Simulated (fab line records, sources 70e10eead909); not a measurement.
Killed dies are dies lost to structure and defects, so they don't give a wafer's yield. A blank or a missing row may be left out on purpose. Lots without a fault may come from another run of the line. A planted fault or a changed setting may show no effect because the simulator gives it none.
Chamber matching | flow nand_harc | NHARC_P_M0_CMP_23 on cmp-04: 4 sister chambers
The step polishes, t overpolish 20 s, target thk 117.54 nm. 14 wafers are shown with their chamber, then 7 later ones without.

WAFERS WITH THEIR CHAMBER
wafer  | chamber | motor_current_A (A) | time_to_endpoint_s (s)
L076.2 | 2       | 12.8                | 28.1
L076.3 | 0       | 13.0                | 28.6
L076.6 | 1       | 12.3                | 29.0
L078.1 | 0       | 12.4                | 26.2
L078.3 | 3       | 12.1                | 28.9
L078.6 | 2       | 11.7                | 25.9
L080.1 | 3       | 12.2                | 27.2
L080.2 | 2       | 12.3                | 30.5
L080.4 | 1       | 13.4                | 28.9
L086.3 | 1       | 12.0                | 30.6
L086.5 | 3       | 12.2                | 28.8
L086.6 | 0       | 12.9                | 27.7
L088.2 | 2       | 12.2                | 31.1
L088.3 | 0       | 12.7                | 30.3

SIGNATURES (means of the wafers above)
reading            | chamber 0 | chamber 1 | chamber 2 | chamber 3 | scatter within a chamber
motor_current_A    | 12.750    | 12.567    | 12.250    | 12.167    | 0.437
time_to_endpoint_s | 28.200    | 29.500    | 28.900    | 28.300    | 1.72
Rule: a wafer's distance from a chamber is the root of the sum, over the readings, of the square of ((its reading less the chamber's mean) divided by the reading's scatter). The wafer belongs to the nearest chamber; if the next one is less than 2 further off, it can't be placed. The scatter: the root of (the sum of the squares of (reading less its chamber's mean) over the shown wafers, divided by (wafers less chambers)).

WAFERS WITHOUT THEIR CHAMBER
wafer  | motor_current_A (A) | time_to_endpoint_s (s)
L088.6 | 12.1                | 32.3
L087.1 | 12.1                | 30.3
L087.5 | 12.8                | 30.3
L087.6 | 12.6                | 32.6
L097.1 | 12.1                | 30.0
L097.3 | 12.1                | 28.7
L097.4 | 12.5                | 29.7

WHICH CHAMBER EACH WENT THROUGH
wafer  | from the rows above               | in truth
L088.6 | can't be placed: 1 or 2 or 3 or 0 | 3
L087.1 | can't be placed: 2 or 1 or 3 or 0 | 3
L087.5 | can't be placed: 1 or 0 or 2 or 3 | 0
L087.6 | can't be placed: 1 or 2 or 0 or 3 | 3
L097.1 | can't be placed: 2 or 3 or 1 or 0 | 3
L097.3 | can't be placed: 3 or 2 or 1 or 0 | 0
L097.4 | can't be placed: 1 or 2 or 0 or 3 | 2
Placed correctly: 0 of 7. Can't be placed from these rows: 7 (the true chamber is among the candidates in 7). Placed wrongly: 0.
